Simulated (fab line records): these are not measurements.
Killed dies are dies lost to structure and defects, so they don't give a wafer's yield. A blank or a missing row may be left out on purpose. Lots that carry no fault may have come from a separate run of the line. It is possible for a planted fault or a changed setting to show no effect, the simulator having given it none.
8D (eight disciplines) problem report, filled in by code ; flow n5 finfet ; the parts of the form that need people (team, actions taken, sign-off) are left out

== 1. PROBLEM STATEMENT ==
Wafers without a fault read 1500.0 rpm, standard deviation 0.95; spin speed rpm at N5_SD_EPI_P_COAT_34 reads a mean of 1412.5 rpm on 6 wafers belonging to 2 lots. Relative to the usual mean, that is a shift of -92 standard deviations.
The step: time 60 s, resist thk 350 nm.
Seen first at day 4 15:31 on litho track-05, wafer L239.3. At this step, 18 wafers from 6 lots have a number in the record. By rule, "out" or "out of limits" means more than 4 standard deviations away from the usual mean. The rest of the wafers with a number are treated as sound.

== 2. WHAT THIS IS AND IS NOT ==
question;is;is not
which readings at this step;spin speed rpm;dispense pressure kPa, plate temp C
which lots;L239, L240;L233, L250, L255, L256
which wafers of those lots;all that have a number;-
read on which tools;litho track-05;litho track-02, litho track-03
when;from day 4 15:31;"up to then (3 sound wafers); but 9 sound wafers of L250, L255, L256 came after"

== 3. SUSPECTS, AND WHAT RULES EACH OUT ==
Counting: a tool stays on the suspect list if, at a process step up to the reading, it processed all lots that are out and no sound lot following the first of them.
- epi rpcvd-04 at N5_SD_EPI_N_VAPOR_ETCH_50 (etches Si in HCl, time 54 s): kept. It ran every lot that is out, first L239 (day 4 13:03), and no sound lot after that.
- litho track-05 at N5_SD_EPI_P_COAT_34 (time 60 s, resist thk 350 nm): ruled out as a lasting fault. The sound lots L255 went through it after L239, its earliest lot that is out (day 4 15:31).
After counting, what remains is epi rpcvd-04 at N5_SD_EPI_N_VAPOR_ETCH_50.

== 4. THE CAUSE (what the simulator had put in) ==
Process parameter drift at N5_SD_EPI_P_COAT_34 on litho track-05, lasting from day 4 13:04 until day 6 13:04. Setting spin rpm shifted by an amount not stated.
Counting ruled it out, wrongly.

== 5. SEQUENCE OF EFFECTS, ordered by route ==
Each row: a reading where the mean over the struck wafers with a number is more than 3 standard deviations away from the usual. Only readings for which the record gives a usual standard deviation are gone through. hours: the time from each lot's start at the first step in this table that gives one to its start at this step, as a median over the lots. sigmas: the change in usual standard deviations.
hours;step;reading;usual;on struck wafers;change;sigmas
0;N5_SD_EPI_P_COAT_34;spin speed rpm;1500.0 rpm;1412.5;-87.5;-92
It contains these process steps:
- N5_SD_EPI_P_COAT_34: time 60 s, resist thk 350 nm.

== 6. WHAT WOULD HAVE CAUGHT IT SOONER ==
In this record the first reading out of limits was taken at day 4 15:31, 2 hours after the fault began at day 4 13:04.
